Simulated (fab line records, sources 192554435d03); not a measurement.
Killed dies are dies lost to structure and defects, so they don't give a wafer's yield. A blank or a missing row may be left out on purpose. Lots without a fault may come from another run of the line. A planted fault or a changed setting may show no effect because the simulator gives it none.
A struck lot beside a sound one | flow n5_finfet | 15 steps out of a route of 1938
Sound: wafers L629.1, L629.4, L629.6. Struck: wafer L626.3. (L626.1 of the same lot was not struck and is left out.) The cause comes at the end.
At each step with rows: each side's tool, then ch and its chambers, then its first start. Under that, the readings that differ: sound wafers | struck wafers | difference of the means | sigmas: that difference in standard deviations of wafers without a fault.
alike: readings whose means differ by less than 2 such deviations, and words and numbers that are the same on both sides. not compared: withheld readings, readings that some wafer has no value for, bounds like >300 that may hide the same value, and numbers for which the record gives no deviation and whose values overlap.
The two part at a step that has a row with sigmas, a row that says differs or no value, or rows on one side only. Numbers that don't overlap but have no deviation are shown without sigmas and don't part them. A reading that every wafer of one side lacks parts them only if that side has two wafers or more.

N5_GATE_CUT_CD_MEAS_13: target cd 20 nm.
  sound on cd_sem-01 ch 0, day 9 15:49; struck on cd_sem-01 ch 0, day 8 18:49
  alike: cd_nm
N5_GATE_CUT_OVL_MEAS_14:
  sound on overlay-01 ch 0, day 9 15:51; struck on overlay-01 ch 0, day 8 18:50
  alike: GATE_CUT_OVL
N5_GATE_CUT_INSPECT_15: inspects for defects (brightfield).
  sound on defect_inspect-01, day 9 15:55; struck on defect_inspect-02, day 8 18:54
  alike: raw_defect_count
N5_GATE_CUT_DESCUM_18: chemistry O2, time 7 s.
  sound on rie_diel-04 ch 2,3, day 9 15:57; struck on rie_diel-01 ch 1, day 8 18:59
  alike: drypump_motor_current_A, oes_product_au, rf_vpp_V, showerhead_plenum_p_Torr, throttle_valve_pct
  not compared: rf_hours_counter_h
then, 1 step without rows for these wafers: N5_GATE_CUT_ETCH_28 (etches underlayer in N2/H2, target depth 13 nm, time 10.4 s).
N5_GATE_CUT_ETCH_36: etches SiARC in CF4, target depth 13 nm, time 21.7 s.
  sound on rie_diel-04 ch 2,3, day 9 16:00; struck on rie_diel-01 ch 1, day 8 19:02
  alike: cf4_flow_sccm, drypump_motor_current_A, etch_rf_on_time_s, oes_product_au, rf_vpp_V, showerhead_plenum_p_Torr, throttle_valve_pct
  not compared: rf_hours_counter_h
N5_GATE_CUT_ETCH_37: etches SOC in N2/H2, target depth 60 nm, overetch 12 nm, time 90 s.
  sound on rie_diel-04 ch 2,3, day 9 16:02; struck on rie_diel-01 ch 1, day 8 19:04
  alike: drypump_motor_current_A, oes_product_au, rf_vpp_V, showerhead_plenum_p_Torr, throttle_valve_pct
  not compared: rf_hours_counter_h
then, 3 steps without rows for these wafers: N5_GATE_CUT_STRIP_38 (strips in N2/H2); N5_GATE_CUT_STRIP_39 (strips in N2/H2); N5_GATE_CUT_HM_OPEN_40 (chemistry C4F6/O2, target SiO2, target depth 139 nm, time 85.1 s).
N5_GATE_CUT_STRIP_41: strips in CF4.
  sound on rie_diel-04 ch 2,3, day 9 16:10; struck on rie_diel-01 ch 1, day 8 19:13
  alike: cf4_flow_sccm, drypump_motor_current_A, oes_product_au, rf_vpp_V, showerhead_plenum_p_Torr, throttle_valve_pct
  not compared: rf_hours_counter_h
N5_GATE_CUT_STRIP_42: strips in O2.
  sound on rie_diel-04 ch 2,3, day 9 16:11; struck on rie_diel-01 ch 1, day 8 19:14
  alike: drypump_motor_current_A, oes_product_au, rf_vpp_V, showerhead_plenum_p_Torr, throttle_valve_pct
  not compared: rf_hours_counter_h
N5_GATE_CUT_ETCH_19: etches SiNx in CH3F/O2, target depth 53.7 nm, time 76.7 s.
  sound on rie_diel-04 ch 2,3, day 9 16:14; struck on rie_diel-01 ch 1, day 8 19:16
  reading               | sound          | struck | difference | sigmas
  etch_rf_on_time_s (s) | 76.3 76.7 77.3 | 60.1   | -16.7      | -18
  alike: drypump_motor_current_A, oes_ar_750_au, oes_product_au, rf_vpp_V, showerhead_plenum_p_Torr, throttle_valve_pct
  not compared: rf_hours_counter_h
then, 2 steps without rows for these wafers: N5_GATE_CUT_CUT_ETCH_53 (etches W in SF6/Cl2, target depth 79.2 nm); N5_PASSIVATION_PROBE_49.

WHERE THEY PART
Only at N5_GATE_CUT_ETCH_19, within this record.

WHY: what the simulator had put in
Process parameter drift: rie_diel-01, from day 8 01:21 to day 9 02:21, at N5_GATE_CUT_ETCH_19. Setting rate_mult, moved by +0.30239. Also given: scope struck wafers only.
